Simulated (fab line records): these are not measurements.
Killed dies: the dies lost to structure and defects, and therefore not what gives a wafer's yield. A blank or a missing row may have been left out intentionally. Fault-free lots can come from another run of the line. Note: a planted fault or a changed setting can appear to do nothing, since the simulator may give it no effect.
Chamber matching | flow nand harc | 3 sister chambers for NHARC_A_CONTACT_ETCH_92 on rie diel-01
The step etches the open film in CH3F/O2, target depth 40 nm, time 85.7 s. 3 wafers are shown with their chamber, then 7 later ones without.

== EACH WAFER AND ITS CHAMBER ==
wafer  | chamber | drypump motor current A (A)
L476.1 | 2       | 5.6
L478.6 | 1       | 5.7
L483.2 | 0       | 5.3

== WAFERS WHOSE CHAMBER IS MISSING ==
wafer  | drypump motor current A (A)
L483.3 | 5.5
L486.1 | 5.3
L486.3 | 5.7
L486.4 | 5.5
L487.2 | 5.7
L487.4 | 5.3
L487.6 | 5.3

== THE CHAMBER EACH PASSED THROUGH ==
wafer  | from the rows above          | in truth
L483.3 | can't be placed: 2 or 0 or 1 | 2
L486.1 | 0                            | 0
L486.3 | can't be placed: 1 or 2      | 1
L486.4 | can't be placed: 2 or 0 or 1 | 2
L487.2 | can't be placed: 1 or 2      | 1
L487.4 | 0                            | 0
L487.6 | 0                            | 0
3 of 7 placed correctly. Unplaceable from these rows: 4, with the true chamber sitting among the candidates in 4. Placed wrongly: 0.
How it was worked out, from the rows above alone: a wafer's distance from a chamber is the root of the sum, over the readings, of the square of ((its reading less the chamber's mean) divided by the reading's scatter). The wafer belongs to the nearest chamber; if the next one is less than 2 further off, it can't be placed. The mean given for a chamber averages the wafers shown for that chamber. The scatter (one wafer shown for each chamber): square how far every hidden wafer sits from the nearest shown wafer, average those squares and take the square root.
